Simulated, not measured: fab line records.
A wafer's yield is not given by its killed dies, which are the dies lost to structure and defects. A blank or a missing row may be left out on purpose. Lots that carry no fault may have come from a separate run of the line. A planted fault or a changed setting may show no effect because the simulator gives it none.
Which tool is to blame? -- flow n5-finfet -- Sampling: 14 lots, 41 wafers, 6 of 1938 route steps

== WHAT THE GAUGES READ, wafer by wafer ==
N5_BEOL_M1_CD_MEAS_18: pitch 36 nm, target cd 18 nm.
lot,measured,on,cd-nm (nm)
L870,day 6 02:50,cd-sem-01,17.8 18.4 18.4
L871,day 6 10:11,cd-sem-01,18.0 17.3 17.7
L872,day 6 23:29,cd-sem-03,18.3 18.4 18.2
L874,day 7 03:12,cd-sem-01,18.4 17.9 18.1
L875,day 7 08:38,cd-sem-03,17.6 17.7 17.6
L876,day 7 21:28,cd-sem-02,17.8 17.9 17.8
L883,day 9 15:01,cd-sem-01,- - -
L882,day 9 15:02,cd-sem-02,- - -
L887,day 10 06:03,cd-sem-01,18.6 18.8 18.2
L884,day 10 06:05,cd-sem-03,17.4 17.6 17.4
L888,day 10 18:33,cd-sem-03,18.4 17.8 18.0
L890,day 11 12:53,cd-sem-02,18.0 18.1 17.7
L892,day 11 19:34,cd-sem-03,18.3 18.6
L893,day 12 04:06,cd-sem-02,17.8 18.5 17.8

N5_BEOL_M1_CD_MEAS_28: target cd y 23.3 nm.
lot,measured,on,cd-nm (nm)
L870,day 6 03:19,cd-sem-01,23.60 24.08 23.95
L871,day 6 10:31,cd-sem-02,24.02 24.03 23.92
L872,day 6 23:48,cd-sem-01,24.09 23.82 24.04
L874,day 7 03:31,cd-sem-03,24.02 24.17 24.05
L875,day 7 08:58,cd-sem-03,24.23 24.07 24.24
L876,day 7 21:54,cd-sem-02,24.26 24.15 24.29
L887,day 10 06:22,cd-sem-03,23.81 24.41 24.59
L884,day 10 06:26,cd-sem-02,23.82 23.82 23.80
L888,day 10 18:52,cd-sem-02,23.75 24.06 24.20
L890,day 11 13:13,cd-sem-01,23.81 24.13 24.10
L892,day 11 19:53,cd-sem-02,24.06 23.82
L893,day 12 04:25,cd-sem-01,24.15 23.96 24.68

N5_BEOL_M4_RC_MEAS_101.
lot,measured,on,DIBL_N (mV/V),DIBL_P (mV/V),IOFF_N (nA/um),IOFF_P (nA/um),ION_N (uA/um),ION_P (uA/um),SS_N (mV/dec),SS_P (mV/dec),VT_N (mV),VT_P (mV)
L870,day 8 07:52,prober-02,36.7 37.2 35.3,36.3 36.8 34.4,0.153 0.171 0.142,0.21 0.23 0.18,667 673 666,459 459 461,71.6 71.7 71.2,72.7 73.6 72.6,251 250 252,-252 -249 -251
L871,day 8 17:17,prober-01,37.9 37.5 35.9,38.4 37.2 36.3,0.208 0.182 0.166,0.24 0.23 0.22,696 671 688,472 461 474,72.1 71.8 70.9,73.4 73.3 73.4,245 247 247,-247 -248 -249
L872,day 9 02:08,prober-02,34.0 36.0 33.7,33.8 37.2 33.5,0.141 0.186 0.142,0.19 0.26 0.19,683 685 678,462 468 465,71.2 71.9 70.4,72.1 73.3 72.3,250 245 249,-250 -246 -250
L874,day 9 07:03,prober-02,36.1 37.1 35.4,34.7 34.5 32.9,0.165 0.181 0.140,0.21 0.20 0.18,674 694 678,460 468 464,72.0 72.9 71.3,72.9 73.0 72.6,248 248 251,-251 -252 -252
L875,day 9 06:25,prober-01,32.8 30.9 34.8,32.8 30.8 34.6,0.124 0.101 0.152,0.17 0.14 0.19,669 638 676,460 444 460,71.5 69.9 71.7,72.4 71.8 72.7,251 256 247,-251 -255 -252
L876,day 10 00:43,prober-01,36.2 37.4 35.3,37.5 38.2 36.8,0.178 0.200 0.169,0.24 0.24 0.22,685 684 686,470 469 475,71.6 71.5 70.8,72.9 73.6 72.9,246 245 247,-247 -246 -250
L887,day 12 03:52,prober-01,35.5 37.5 35.3,35.8 39.5 35.7,0.158 0.209 0.144,0.20 0.26 0.20,681 700 661,464 476 460,70.7 71.8 71.2,73.1 73.2 72.8,246 242 249,-251 -247 -250
L884,day 12 03:38,prober-02,34.9 35.6 35.3,35.7 35.3 36.2,0.146 0.153 0.148,0.18 0.18 0.20,680 667 676,461 459 465,70.7 70.9 70.3,72.8 73.2 73.6,249 250 250,-250 -250 -252
L888,day 13 05:15,prober-02,33.4 34.1 34.6,34.3 34.8 35.3,0.121 0.133 0.136,0.14 0.15 0.15,668 677 677,450 455 456,71.4 71.6 71.7,72.9 72.9 72.8,253 250 250,-256 -257 -258
L890,day 13 17:22,prober-01,34.4 33.9 36.7,34.9 34.4 37.3,0.137 0.128 0.166,0.18 0.18 0.21,666 659 675,456 456 459,71.0 71.1 71.2,72.7 72.4 73.2,251 252 250,-253 -255 -253
L892,day 14 00:10,prober-01,36.4 37.0,38.0 39.4,0.163 0.172,0.20 0.22,666 676,459 464,71.1 71.1,73.1 73.1,246 249,-252 -251
L893,day 14 08:04,prober-02,36.7 37.4 35.5,38.3 38.4 37.9,0.173 0.189 0.159,0.21 0.22 0.21,680 674 683,466 461 462,72.6 71.5 72.3,73.2 73.3 72.8,247 246 249,-251 -251 -250

== WHAT TOOL EACH LOT RAN ON (gives the tool, then ch and the chambers of the sampled wafers, and finally the start) ==
lot,N5_BEOL_M1_HM_DEP_02,N5_BEOL_M1_ETCH_74,N5_BEOL_M1_HM_OPEN_17
L870,"pvd-sputter-03, day 6 01:47","rie-diel-02 ch 0,1,3, day 6 02:27","rie-metal-02 ch 0,1, day 6 02:40"
L871,"pvd-sputter-01, day 6 09:01","rie-diel-05 ch 1,2,3, day 6 09:47","rie-metal-02 ch 0,1, day 6 10:00"
L872,"pvd-sputter-02, day 6 22:31","rie-diel-04 ch 0,2,3, day 6 23:04","rie-metal-02 ch 0,1, day 6 23:17"
L874,"pvd-sputter-02, day 7 02:16","rie-diel-05 ch 0,2,3, day 7 02:49","rie-metal-02 ch 0,1, day 7 03:01"
L875,"pvd-sputter-02, day 7 07:42","rie-diel-05 ch 0,2,3, day 7 08:15","rie-metal-02 ch 0,1, day 7 08:28"
L876,"pvd-sputter-01, day 7 20:23","rie-diel-04 ch 1,2,3, day 7 21:04","rie-metal-01 ch 0, day 7 21:16"
L883,"pvd-sputter-02, day 9 13:20","rie-diel-02 ch 2,3, day 9 14:29","rie-metal-01 ch 0,1, day 9 14:42"
L882,"pvd-sputter-02, day 9 13:26","rie-diel-04 ch 0,2,3, day 9 14:32","rie-metal-02 ch 0,1, day 9 14:44"
L887,"pvd-sputter-03, day 10 04:36","rie-diel-02 ch 0,2,3, day 10 05:37","rie-metal-03 ch 0,1, day 10 05:52"
L884,"pvd-sputter-03, day 10 04:42","rie-diel-04 ch 0,2,3, day 10 05:41","rie-metal-02 ch 0,1, day 10 05:54"
L888,"pvd-sputter-02, day 10 17:29","rie-diel-05 ch 0,1, day 10 18:10","rie-metal-03 ch 0,1, day 10 18:24"
L890,"pvd-sputter-02, day 11 11:49","rie-diel-05 ch 0,3, day 11 12:22","rie-metal-01 ch 0,1, day 11 12:35"
L892,"pvd-sputter-01, day 11 18:29","rie-diel-04 ch 1,2, day 11 19:10","rie-metal-03 ch 0,1, day 11 19:26"
L893,"pvd-sputter-03, day 12 02:48","rie-diel-02 ch 0,1,2, day 12 03:28","rie-metal-02 ch 0,1, day 12 03:41"
- N5_BEOL_M1_HM_DEP_02: deposits TiN, target thk 20 nm.
- N5_BEOL_M1_ETCH_74: etches underlayer in N2/H2, target depth 6.5 nm, time 5.2 s.
- N5_BEOL_M1_HM_OPEN_17: chemistry Cl2/BCl3, target TiN, target depth 20 nm, overetch 6 nm.

== AS READ BY THE TOOLS THEMSELVES (means over the sampled wafers that have a number; for cases with no such wafer, the mark the record gives instead) ==
N5_BEOL_M1_HM_DEP_02.
lot,tool,throttle-valve-pct (%)
L870,pvd-sputter-03,31.1
L871,pvd-sputter-01,30.1
L872,pvd-sputter-02,30.5
L874,pvd-sputter-02,30.6
L875,pvd-sputter-02,30.1
L876,pvd-sputter-01,29.6
L883,pvd-sputter-02,30.1
L882,pvd-sputter-02,30.2
L887,pvd-sputter-03,31.6
L884,pvd-sputter-03,29.9
L888,pvd-sputter-02,30.0
L890,pvd-sputter-02,29.4
L892,pvd-sputter-01,31.8
L893,pvd-sputter-03,30.8

N5_BEOL_M1_ETCH_74.
lot,tool,drypump-motor-current-A (A),etch-rf-on-time-s (s),oes-product-au (a.u.),rf-vpp-V (V),showerhead-plenum-p-Torr (Torr),throttle-valve-pct (%)
L870,rie-diel-02,5.2,5.38,0.60,524.2,2.57,18.03
L871,rie-diel-05,5.6,5.21,0.74,523.4,2.54,17.59
L872,rie-diel-04,6.0,5.18,0.73,525.9,2.59,17.87
L874,rie-diel-05,5.8,5.24,0.73,526.3,2.58,17.75
L875,rie-diel-05,5.8,5.24,0.73,525.3,2.58,17.76
L876,rie-diel-04,5.8,5.11,0.78,524.7,2.57,17.90
L883,rie-diel-02,5.5,5.34,0.62,524.0,2.57,17.78
L882,rie-diel-04,6.0,5.14,0.70,525.4,2.58,17.90
L887,rie-diel-02,5.4,5.28,0.67,525.8,2.64,17.81
L884,rie-diel-04,6.0,5.15,0.70,525.6,2.58,17.93
L888,rie-diel-05,5.8,5.19,0.62,524.2,2.56,17.89
L890,rie-diel-05,5.8,5.16,0.70,522.0,2.53,17.71
L892,rie-diel-04,5.9,5.14,0.74,525.0,2.54,17.91
L893,rie-diel-02,5.3,5.31,0.72,526.4,2.61,17.59

N5_BEOL_M1_HM_OPEN_17.
lot,tool,bcl3-flow-sccm (sccm),bias-w (W),drypump-motor-current-A (A),oes-product-au (a.u.),throttle-valve-pct (%)
L870,rie-metal-02,21.77,125.9,5.5,0.65,22.25
L871,rie-metal-02,21.79,125.7,5.4,0.63,22.19
L872,rie-metal-02,21.74,126.2,5.5,0.63,22.28
L874,rie-metal-02,21.76,125.9,5.5,0.64,22.27
L875,rie-metal-02,21.68,126.2,5.5,0.65,22.27
L876,rie-metal-01,21.75,126.1,5.7,0.74,21.88
L883,rie-metal-01,-,-,-,-,-
L882,rie-metal-02,-,-,-,-,-
L887,rie-metal-03,21.77,126.4,6.4,0.70,22.14
L884,rie-metal-02,21.76,126.2,5.5,0.61,22.19
L888,rie-metal-03,21.71,126.4,6.2,0.68,22.11
L890,rie-metal-01,21.73,126.3,5.8,0.65,22.20
L892,rie-metal-03,21.76,126.2,6.3,0.70,22.12
L893,rie-metal-02,21.79,125.7,5.5,0.63,22.28

== THE ANSWER, worked out from the rows above alone ==
Rule: the usual values come from the lots themselves. The widest of any qualifying gaps counts: lots, ordered by their means at a reading, are off when they make up no more than a third of the lots, leave a main group of 4 or more, and stand apart from it by 3 or more times the standard deviation of that group's means. A main group whose means are all the same, to the digits that the tables above print for the reading, isn't used. Also off: a lot with no number at a reading for which 4 or more lots have one. Any other lot the step has rows for is counted as sound. The gauges are gone through in route order, then the tools' own readings, and for those a lot's mean is taken as printed above. At the first step where some lot is off, the reading lying furthest off is the one used; lots without a number count as furthest.
Off at N5_BEOL_M1_CD_MEAS_18 (cd-nm): L883, L882. Without a number there: L883, L882. The main group: mean 18.0 nm, standard deviation 0.32.
If a tool, at a process step before that reading, ran all the lots that are off and no sound lot after the first of them, it fits. Not tried: the gauges at N5_BEOL_M1_CD_MEAS_18; whatever is off there is also off at N5_BEOL_M1_HM_OPEN_17, on other tools, and gauge error can't account for it. Of those tried, none fits.

== WHAT THE SIMULATOR PUT IN ==
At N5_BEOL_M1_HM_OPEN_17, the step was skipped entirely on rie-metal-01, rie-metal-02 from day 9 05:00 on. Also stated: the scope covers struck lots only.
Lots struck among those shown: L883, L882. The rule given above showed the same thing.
